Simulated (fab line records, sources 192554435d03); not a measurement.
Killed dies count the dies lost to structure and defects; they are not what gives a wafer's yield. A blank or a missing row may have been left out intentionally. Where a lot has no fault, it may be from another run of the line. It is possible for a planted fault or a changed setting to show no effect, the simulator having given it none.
Which of the tools did it? ; flow n5Finfet ; 10 lots, 26 wafers sampled, at 4 steps of a route of 1938

== WHAT EACH GAUGE READ, for each wafer ==
N5_BEOL_M5_OCD_MEAS_38.
lot;measured;on;trenchDepthNm (nm)
L258;day 8 16:53;ocd-01;73.4 73.0
L259;day 8 23:07;ocd-02;70.5 70.5
L262;day 9 17:08;ocd-02;73.5 69.2
L264;day 10 08:35;ocd-01;70.0 70.7 71.8
L265;day 10 09:33;ocd-02;70.0 71.3 74.8
L272;day 11 12:15;ocd-02;8.7 59.5 68.1
L275;day 13 08:29;ocd-01;72.8 68.7
L278;day 13 11:39;ocd-01;72.4 68.9 69.3
L280;day 13 15:17;ocd-02;68.5 70.6 69.5
L281;day 14 10:56;ocd-02;73.4 68.2 73.0

== WHICH TOOL RAN EACH LOT (tool, then ch and the chambers of the sampled wafers, then the start) ==
lot;N5_BEOL_M5_HM_DEP_02;N5_BEOL_M5_STRIP_64;N5_BEOL_M5_ETCH_68
L258;pvdSputter-02, day 8 14:13;rieDiel-02 ch 0,2, day 8 15:04;rieDiel-02 ch 0, day 8 16:33
L259;pvdSputter-03, day 8 21:00;rieDiel-01 ch 0,3, day 8 21:58;rieDiel-01 ch 0,1, day 8 22:46
L262;pvdSputter-01, day 9 13:34;rieDiel-03 ch 2,3, day 9 14:17;rieDiel-03 ch 1,2, day 9 16:47
L264;pvdSputter-02, day 10 05:10;rieDiel-03 ch 0,2,3, day 10 06:02;rieDiel-01 ch 0,2,3, day 10 08:14
L265;pvdSputter-03, day 10 05:23;rieDiel-01 ch 0,3, day 10 06:19;rieDiel-03 ch 0,1,2, day 10 09:13
L272;pvdSputter-02, day 11 09:11;rieDiel-01 ch 1,2, day 11 10:06;rieDiel-03 ch 2,3, day 11 11:55
L275;pvdSputter-03, day 13 03:44;rieDiel-01 ch 1,3, day 13 04:46;rieDiel-02 ch 0,2, day 13 08:08
L278;pvdSputter-03, day 13 08:05;rieDiel-01 ch 1,2,3, day 13 08:48;rieDiel-02 ch 0,1, day 13 11:19
L280;pvdSputter-03, day 13 11:25;rieDiel-03 ch 0,2,3, day 13 12:16;rieDiel-01 ch 0,2, day 13 14:56
L281;pvdSputter-03, day 14 08:25;rieDiel-03 ch 0,1,3, day 14 09:08;rieDiel-03 ch 1,3, day 14 10:36
- N5_BEOL_M5_HM_DEP_02: deposits TiN, target thk 20 nm.
- N5_BEOL_M5_STRIP_64: strips in CF4.
- N5_BEOL_M5_ETCH_68: etches SOC in N2/H2, target depth 80 nm, overetch 16 nm, time 120 s.

== THE ANSWER, worked out from the rows above alone ==
Rule: the lots themselves supply what counts as usual. Put in order of their means at a reading, lots are off if they are a third of the lots or fewer, leave a main group of 4 or more, and stand apart from it by a gap of 3 or more times the standard deviation of the main group's means; of several such gaps the widest counts. The tables above print the reading to a certain number of digits; a main group whose means all agree to those digits is not used. Also off: a lot with no number at a reading for which 4 or more lots have one. Any other lot the step has rows for is counted as sound.
Off: L272, at N5_BEOL_M5_OCD_MEAS_38 (trenchDepthNm). Main group: mean 71.1 nm, sd 1.
A tool fits if, at a process step before that reading, it ran every lot that is off, and no sound lot after the first of them. Gauges at N5_BEOL_M5_OCD_MEAS_38: tried the same way as those tools. One fits: N5_BEOL_M5_HM_DEP_02 on pvdSputter-02. Its last sound lot is L264 (day 10 05:10), its first lot that is off L272 (day 11 09:11): a fault that began between those two fits.

== WHAT HAD BEEN PUT IN BY THE SIMULATOR ==
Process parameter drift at N5_BEOL_M5_HM_DEP_02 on pvdSputter-02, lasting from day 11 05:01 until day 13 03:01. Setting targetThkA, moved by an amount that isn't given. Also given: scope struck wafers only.
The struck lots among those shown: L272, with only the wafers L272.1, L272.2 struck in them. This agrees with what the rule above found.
